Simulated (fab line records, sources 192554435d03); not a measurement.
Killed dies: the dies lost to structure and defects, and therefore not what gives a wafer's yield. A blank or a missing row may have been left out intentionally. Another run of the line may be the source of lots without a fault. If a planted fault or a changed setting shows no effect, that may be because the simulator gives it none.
Split-lot trial :: flow n5 finfet :: route with 1938 steps; 7 lots, 21 wafers read

== THE SPLIT ==
At N5_BEOL_M0_SAQP_SPACER1_ALD_98 (deposits SiO2, target thk 12.8 nm, pulse time 1 s, purge time 2 s), the setting temp c was moved away from the recipe's 300 C on 3 of the 21 wafers read, by -4.1% to +3.8%. All remaining wafers had this setting at the recipe value.

== FROM THE SPLIT TO THE READING: what the file shows between them, 1 step ==
- N5_BEOL_M0_SAQP_SPACER1_ETCHBACK_99: etches SiO2 in CHF3/O2, target depth 15.4 nm, time 7.7 s

== THE READING ==
BEOL_M0_SAQP.cd nm (the simulator's own value, which no gauge read), in nm, at N5_BEOL_M0_SAQP_MANDREL1_REMOVE_100 (chemistry HBr/Cl2/O2, target a-Si, stops on SiNx, bt time 10 s). The file does not state a usual value for it. The 18 wafers here that ran the recipe average 12.8 nm, standard deviation 0.1 nm.

wafer: L079.1
tool, chamber at the split: ald sin-03, 3,0
temp c as run, C: 300
against the recipe: recipe
BEOL_M0_SAQP.cd nm, nm: 12.6
against lot-mates on the recipe: -

wafer: L079.2
tool, chamber at the split: ald sin-03, 3,0
temp c as run, C: 300
against the recipe: recipe
BEOL_M0_SAQP.cd nm, nm: 12.8
against lot-mates on the recipe: -

wafer: L079.6
tool, chamber at the split: ald sin-03, 2
temp c as run, C: 293.8
against the recipe: -2.1%
BEOL_M0_SAQP.cd nm, nm: 13
against lot-mates on the recipe: +0.3

wafer: L080.2
tool, chamber at the split: ald sin-02, 1,0,1
temp c as run, C: 300
against the recipe: recipe
BEOL_M0_SAQP.cd nm, nm: 12.8
against lot-mates on the recipe: -

wafer: L080.3
tool, chamber at the split: ald sin-02, 1,0,1
temp c as run, C: 300
against the recipe: recipe
BEOL_M0_SAQP.cd nm, nm: 12.8
against lot-mates on the recipe: -

wafer: L080.5
tool, chamber at the split: ald sin-02, 1,0,1
temp c as run, C: 300
against the recipe: recipe
BEOL_M0_SAQP.cd nm, nm: 12.8
against lot-mates on the recipe: -

wafer: L082.2
tool, chamber at the split: ald sin-02, 0,2
temp c as run, C: 300
against the recipe: recipe
BEOL_M0_SAQP.cd nm, nm: 12.8
against lot-mates on the recipe: -

wafer: L082.3
tool, chamber at the split: ald sin-02, 0,2
temp c as run, C: 300
against the recipe: recipe
BEOL_M0_SAQP.cd nm, nm: 12.8
against lot-mates on the recipe: -

wafer: L082.5
tool, chamber at the split: ald sin-02, 3
temp c as run, C: 287.6
against the recipe: -4.1%
BEOL_M0_SAQP.cd nm, nm: 13.4
against lot-mates on the recipe: +0.6

wafer: L085.1
tool, chamber at the split: ald sin-03, 0,2
temp c as run, C: 300
against the recipe: recipe
BEOL_M0_SAQP.cd nm, nm: 13
against lot-mates on the recipe: -

wafer: L085.2
tool, chamber at the split: ald sin-03, 3
temp c as run, C: 311.5
against the recipe: +3.8%
BEOL_M0_SAQP.cd nm, nm: 12.4
against lot-mates on the recipe: -0.5

wafer: L085.5
tool, chamber at the split: ald sin-03, 0,2
temp c as run, C: 300
against the recipe: recipe
BEOL_M0_SAQP.cd nm, nm: 12.8
against lot-mates on the recipe: -

wafer: L093.2
tool, chamber at the split: ald sin-04, 1,3,1
temp c as run, C: 300
against the recipe: recipe
BEOL_M0_SAQP.cd nm, nm: 12.8
against lot-mates on the recipe: -

wafer: L093.4
tool, chamber at the split: ald sin-04, 1,3,1
temp c as run, C: 300
against the recipe: recipe
BEOL_M0_SAQP.cd nm, nm: 12.8
against lot-mates on the recipe: -

wafer: L093.5
tool, chamber at the split: ald sin-04, 1,3,1
temp c as run, C: 300
against the recipe: recipe
BEOL_M0_SAQP.cd nm, nm: 12.8
against lot-mates on the recipe: -

wafer: L094.1
tool, chamber at the split: ald sin-04, 0,2,0
temp c as run, C: 300
against the recipe: recipe
BEOL_M0_SAQP.cd nm, nm: 12.8
against lot-mates on the recipe: -

wafer: L094.3
tool, chamber at the split: ald sin-04, 0,2,0
temp c as run, C: 300
against the recipe: recipe
BEOL_M0_SAQP.cd nm, nm: 12.6
against lot-mates on the recipe: -

wafer: L094.5
tool, chamber at the split: ald sin-04, 0,2,0
temp c as run, C: 300
against the recipe: recipe
BEOL_M0_SAQP.cd nm, nm: 12.6
against lot-mates on the recipe: -

wafer: L097.2
tool, chamber at the split: ald sin-02, 2,3,3
temp c as run, C: 300
against the recipe: recipe
BEOL_M0_SAQP.cd nm, nm: 13
against lot-mates on the recipe: -

wafer: L097.3
tool, chamber at the split: ald sin-02, 2,3,3
temp c as run, C: 300
against the recipe: recipe
BEOL_M0_SAQP.cd nm, nm: 12.8
against lot-mates on the recipe: -

wafer: L097.6
tool, chamber at the split: ald sin-02, 2,3,3
temp c as run, C: 300
against the recipe: recipe
BEOL_M0_SAQP.cd nm, nm: 12.8
against lot-mates on the recipe: -
Where a row lists several chambers, the file gives one row for several wafers and doesn't say which wafer went through which chamber.

FIT RESULTS
A straight line over all 21 wafers: BEOL_M0_SAQP.cd nm changes by -0.123 nm for each +1% of temp c; r = -0.85; the points scatter about the line by 0.11 nm.
The same after taking each lot's own level away (the mean of its wafers on the recipe; 21 wafers): -0.139 nm for each +1%; r = -0.94; scatter 0.071 nm.
The reading moves by 0.57 nm for the largest change in temp c, on that fit.
Measured against the standard deviation above, the lots' own levels, which go from 12.67 to 12.90 nm, span 2.2 times it.
So the lot-to-lot level changes the slope: the two fits differ.
Check: +0.555 nm against its lot-mates is what the line predicts for one of the wafers moved furthest among these (-4.1%) when that wafer is left out of the fit. Against them it came out at +0.6 nm.

== THE OTHER SPLITS THESE WAFERS WENT THROUGH ==
Other splits were also applied to these wafers ahead of the reading. Each is held against what the fit with the lots' levels taken away leaves over:
other split on the same wafers: N5_GATE_CUT_COAT_34 spin rpm
wafers away from the commonest value: 6
r with BEOL_M0_SAQP.cd nm (lot level and that fit taken away): +0.23

other split on the same wafers: N5_GATE_CUT_DESCUM_18 time s
wafers away from the commonest value: 10
r with BEOL_M0_SAQP.cd nm (lot level and that fit taken away): +0.22

other split on the same wafers: N5_MOL_CONTACT_COAG_PECVD_31 temp c
wafers away from the commonest value: 7
r with BEOL_M0_SAQP.cd nm (lot level and that fit taken away): -0.07

other split on the same wafers: N5_MOL_CONTACT_COAG_COAT_76 spin rpm
wafers away from the commonest value: 3
r with BEOL_M0_SAQP.cd nm (lot level and that fit taken away): +0.03

== FILE'S OWN FIT ==
BEOL_M0_SAQP.cd nm changes by -0.139 nm for each +1% of temp c, r = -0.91.
